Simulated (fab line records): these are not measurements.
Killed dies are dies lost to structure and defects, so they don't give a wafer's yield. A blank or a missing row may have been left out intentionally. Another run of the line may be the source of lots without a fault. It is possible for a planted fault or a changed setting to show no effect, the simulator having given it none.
Matching of chambers | flow nand_harc | 4 sister chambers for NHARC_A_CHANNEL_FILL_D2_ALD_25 on ald_hk-03
The step deposits SiOx, target thk 60 nm, pulse time 10 s, ald cycles 600. 8 wafers are shown with their chamber, then 10 later ones without.

## EACH WAFER AND ITS CHAMBER
wafer  | chamber | heater_power_outer_w (W) | heater_power_w (W)
L085.1 | 3       | 231                      | 414
L089.1 | 0       | 239                      | 433
L089.6 | 3       | 236                      | 409
L090.2 | 2       | 273                      | 467
L090.3 | 0       | 236                      | 432
L090.6 | 2       | 274                      | 468
L092.4 | 1       | 295                      | 529
L092.5 | 1       | 293                      | 544

## WAFERS WITHOUT THEIR CHAMBER
wafer  | heater_power_outer_w (W) | heater_power_w (W)
L092.6 | 237                      | 429
L093.2 | 239                      | 431
L093.3 | 298                      | 523
L093.6 | 272                      | 476
L094.4 | 232                      | 422
L094.1 | 238                      | 411
L094.3 | 272                      | 473
L095.3 | 288                      | 525
L095.5 | 242                      | 418
L095.6 | 279                      | 476

## THE CHAMBER EACH PASSED THROUGH
wafer  | from the rows above     | in truth
L092.6 | 0                       | 0
L093.2 | 0                       | 0
L093.3 | 1                       | 1
L093.6 | 2                       | 2
L094.4 | can't be placed: 3 or 0 | 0
L094.1 | can't be placed: 3 or 0 | 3
L094.3 | 2                       | 2
L095.3 | 1                       | 1
L095.5 | can't be placed: 0 or 3 | 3
L095.6 | 2                       | 2
7 of 10 placed correctly. These rows do not allow placing 3 (true chamber among the candidates in 3). Wrongly placed: 0.
How it was worked out, from the rows above alone: a wafer's distance from a chamber is the root of the sum, over the readings, of the square of ((its reading less the chamber's mean) divided by the reading's scatter). The wafer belongs to the nearest chamber; if the next one is less than 2 further off, it can't be placed. The mean given for a chamber averages the wafers shown for that chamber. How the scatter is found: for the shown wafers, subtract from each reading the mean of its chamber, square and add these, divide the total by (wafers less chambers), then take the root.
